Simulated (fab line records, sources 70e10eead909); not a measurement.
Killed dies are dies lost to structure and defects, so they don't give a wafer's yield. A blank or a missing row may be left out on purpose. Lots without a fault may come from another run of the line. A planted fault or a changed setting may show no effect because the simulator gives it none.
A struck lot beside a sound one | flow nand_harc | 15 steps out of a route of 1159
Sound: wafers L258.1, L258.2, L258.5. Struck: wafers L270.3, L270.5, L270.6. The cause comes at the end.
At each step with rows: each side's tool, then ch and its chambers, then its first start. Under that, the readings that differ: sound wafers | struck wafers | difference of the means | sigmas: that difference in standard deviations of wafers without a fault.
alike: readings whose means differ by less than 2 such deviations, and words and numbers that are the same on both sides. not compared: withheld readings, readings that some wafer has no value for, bounds like >300 that may hide the same value, and numbers for which the record gives no deviation and whose values overlap.
The two part at a step that has a row with sigmas, a row that says differs or no value, or rows on one side only. Numbers that don't overlap but have no deviation are shown without sigmas and don't part them. A reading that every wafer of one side lacks parts them only if that side has two wafers or more.

first, 5 steps without rows for these wafers: NHARC_A_CHANNEL_HOLE_D1_SOFTBAKE_05 (time 55 s); NHARC_A_CHANNEL_HOLE_D1_EBR_06; NHARC_A_CHANNEL_HOLE_D1_EXPOSE_07 (exposes mask HOLE D1, target cd 100 nm); NHARC_A_CHANNEL_HOLE_D1_PEB_08 (peb time 65 s); NHARC_A_CHANNEL_HOLE_D1_DEVELOP_09 (develop time 35 s).
NHARC_A_CHANNEL_HOLE_D1_CD_MEAS_10: target cd 100 nm.
  sound on cd_sem-01 ch 0, day 8 01:25; struck on cd_sem-02 ch 0, day 11 14:35
  alike: cd_nm
NHARC_A_CHANNEL_HOLE_D1_OVL_MEAS_11:
  sound on overlay-02, day 8 01:31; struck on overlay-02, day 11 14:40
  alike: overlay_x_nm, overlay_y_nm
NHARC_A_CHANNEL_HOLE_D1_INSPECT_12:
  sound on defect_inspect-01, day 8 01:33; struck on defect_inspect-01, day 11 14:42
  alike: raw_defect_count
NHARC_A_CHANNEL_HOLE_D1_DESCUM_15: chemistry O2, time 3 s.
  sound on rie_diel-06 ch 0,1,2, day 8 01:37; struck on rie_diel-06 ch 0,1, day 11 14:46
  alike: drypump_motor_current_A, oes_product_au, rf_vpp_V, showerhead_plenum_p_Torr, throttle_valve_pct
  not compared: rf_hours_counter_h
NHARC_A_CHANNEL_HOLE_D1_ETCH_38: etches the open film in CF4, target depth 39 nm, time 65 s.
  sound on rie_diel-06 ch 0,1,2, day 8 01:43; struck on rie_diel-06 ch 0,1,3, day 11 14:52
  alike: drypump_motor_current_A, oes_product_au, rf_vpp_V, showerhead_plenum_p_Torr, throttle_valve_pct
  not compared: rf_hours_counter_h
NHARC_A_CHANNEL_HOLE_D1_ETCH_39: etches the open film in N2/H2, target depth 260 nm, time 325 s.
  sound on rie_diel-06 ch 2,3; struck on rie_diel-06 ch 1,2,3
  alike: drypump_motor_current_A, oes_product_au, rf_vpp_V, showerhead_plenum_p_Torr, throttle_valve_pct
  not compared: rf_hours_counter_h
NHARC_A_CHANNEL_HOLE_D1_ETCH_34: etches the open film in CF4/CHF3, target depth 154 nm, time 77 s.
  sound on rie_diel-06 ch 2,3; struck on rie_diel-06 ch 1,2,3
  alike: drypump_motor_current_A, oes_product_au, rf_vpp_V, showerhead_plenum_p_Torr, throttle_valve_pct
  not compared: rf_hours_counter_h
NHARC_A_CHANNEL_HOLE_D1_ETCH_16: etches the open film in O2/COS, target depth 3100 nm, time 806 s.
  sound on rie_diel-06 ch 2,3, day 8 02:08; struck on rie_diel-06 ch 0,1, day 11 15:20
  reading               | sound             | struck            | difference | sigmas
  oes_product_au (a.u.) | 0.998 0.994 1.002 | 0.848 0.836 0.852 | -0.153     | -15
  alike: drypump_motor_current_A, rf_vpp_V, showerhead_plenum_p_Torr, throttle_valve_pct
  not compared: rf_hours_counter_h
NHARC_A_CHANNEL_HOLE_D1_CD_MEAS_18:
  sound on cd_sem-03, day 8 02:43; struck on cd_sem-01, day 11 15:52
  alike: cd_nm
-- the record jumps here: 11 days lie between the struck wafers' starts before and after (it left off in module A_CHANNEL_HOLE_D1 and takes up again in module END, whose first step shown is number 1159 of the route) --
NHARC_END_SORT_01:
  the record has rows for the struck wafers here (prober-02 ch 0, day 22 11:01) and none for the sound ones

WHERE THEY PART
First at NHARC_A_CHANNEL_HOLE_D1_ETCH_16; last, within this record, at NHARC_END_SORT_01.

WHY: what the simulator had put in
Process parameter drift: rie_diel-06, from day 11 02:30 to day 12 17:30, at NHARC_A_CHANNEL_HOLE_D1_ETCH_16. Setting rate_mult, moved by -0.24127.
